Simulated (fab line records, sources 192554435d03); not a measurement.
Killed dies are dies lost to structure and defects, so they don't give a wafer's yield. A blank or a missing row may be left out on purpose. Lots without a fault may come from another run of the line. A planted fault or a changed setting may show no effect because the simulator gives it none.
A struck lot beside a sound one | flow n5_finfet | 16 steps out of a route of 1938
Sound: wafers L521.1, L521.3, L521.5. Struck: wafers L523.3, L523.4. (L523.6 of the same lot was not struck and is left out.) The cause comes at the end.
At each step with rows: each side's tool, then ch and its chambers, then its first start. Under that, the readings that differ: sound wafers | struck wafers | difference of the means | sigmas: that difference in standard deviations of wafers without a fault.
alike: readings whose means differ by less than 2 such deviations, and words and numbers that are the same on both sides. not compared: withheld readings, readings that some wafer has no value for, bounds like >300 that may hide the same value, and numbers for which the record gives no deviation and whose values overlap.
The two part at a step that has a row with sigmas, a row that says differs or no value, or rows on one side only. Numbers that don't overlap but have no deviation are shown without sigmas and don't part them. A reading that every wafer of one side lacks parts them only if that side has two wafers or more.

first, 1 step without rows for these wafers: N5_BEOL_M0_TRENCH_ETCH_107 (etches SiOC in C4F6/O2, target depth 32.8 nm, time 16.4 s).
N5_BEOL_M0_STRIP_142: strips in N2/H2, time 10 s.
  sound on rie_diel-01 ch 0,1,2, day 7 16:52; struck on rie_diel-01 ch 1,3, day 8 03:52
  alike: drypump_motor_current_A, oes_product_au, rf_vpp_V, showerhead_plenum_p_Torr, throttle_valve_pct
  not compared: rf_hours_counter_h
N5_BEOL_M0_OCD_MEAS_108:
  sound on ocd-01, day 7 16:57; struck on ocd-02, day 8 03:56
  alike: trench_depth_nm
then, 2 steps without rows for these wafers: N5_BEOL_M0_HM_STRIP_129 (strips TiN in peroxide tin strip, target depth 17 nm, time 108 s); N5_BEOL_M0_SRD_130 (time 30 s).
N5_BEOL_M0_ETCH_109: etches SiCN in CH3F/O2, target depth 8 nm, overetch 2.4 nm, time 27.4 s.
  sound on rie_diel-03 ch 1,3, day 7 17:12; struck on rie_diel-05 ch 0,2, day 8 04:04
  alike: drypump_motor_current_A, oes_product_au, rf_vpp_V, showerhead_plenum_p_Torr, throttle_valve_pct
  not compared: rf_hours_counter_h
then, 3 steps without rows for these wafers: N5_BEOL_M0_STRIP_139 (strips in post etch residue remover, time 60 s); N5_BEOL_M0_SRD_111 (time 30 s); N5_BEOL_M0_DEGAS_112 (time 60 s).
N5_BEOL_M0_PRE_CLEAN_113: time 30 s.
  sound on pvd_sputter-03, day 7 17:44; struck on pvd_sputter-03, day 8 04:39
  alike: heater_power_w, susceptor_temp_C
then, 1 step without rows for these wafers: N5_BEOL_M0_ALD_136 (deposits TaN, pulse time 2 s, purge time 3 s, co reactant purge time 2 s).
N5_BEOL_M0_SURFACE_TREAT_137:
  sound on pvd_sputter-03, day 7 18:07; struck on pvd_sputter-01, day 8 05:22
  not compared: throttle_valve_pct
N5_BEOL_M0_CVD_115: deposits Co from CCTBA/H2, time 120 s.
  sound on cvd_co-01 ch 0,1, day 7 18:11; struck on cvd_co-01 ch 0,1, day 8 06:25
  reading          | sound             | struck      | difference | sigmas
  run_length_s (s) | 144.0 143.4 143.8 | 236.0 236.1 | +92.3      | +99 or more
N5_BEOL_M0_SPUTTER_116: material Cu, target thk 4 nm, time 7.37 s.
  sound on pvd_sputter-02, day 7 18:17; struck on pvd_sputter-03, day 8 06:32
  alike: susceptor_temp_C, throttle_valve_pct
-- the record jumps here: 3 days lie between the struck wafers' starts before and after (it left off in module BEOL_M0 and takes up again in module BEOL_M4, whose first step shown is number 1111 of the route) --
N5_BEOL_M4_RC_MEAS_101:
  sound on prober-01 ch 0, day 11 03:01; struck on prober-01 ch 0, day 11 17:32
  alike: DIBL_N, DIBL_P, IOFF_N, IOFF_P, ION_N, ION_P, SS_N, SS_P, VT_N, VT_P
-- the record jumps here: 5 days lie between the struck wafers' starts before and after (it left off in module BEOL_M4 and takes up again in module PASSIVATION, whose first step shown is number 1936 of the route) --
N5_PASSIVATION_PROBE_49:
  the record has rows for the struck wafers here (prober-01, day 16 06:04) and none for the sound ones

WHERE THEY PART
First at N5_BEOL_M0_CVD_115; last, within this record, at N5_PASSIVATION_PROBE_49.

WHY: what the simulator had put in
Process parameter drift: cvd_co-01, from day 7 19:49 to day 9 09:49, at N5_BEOL_M0_CVD_115. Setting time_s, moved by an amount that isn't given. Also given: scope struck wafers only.
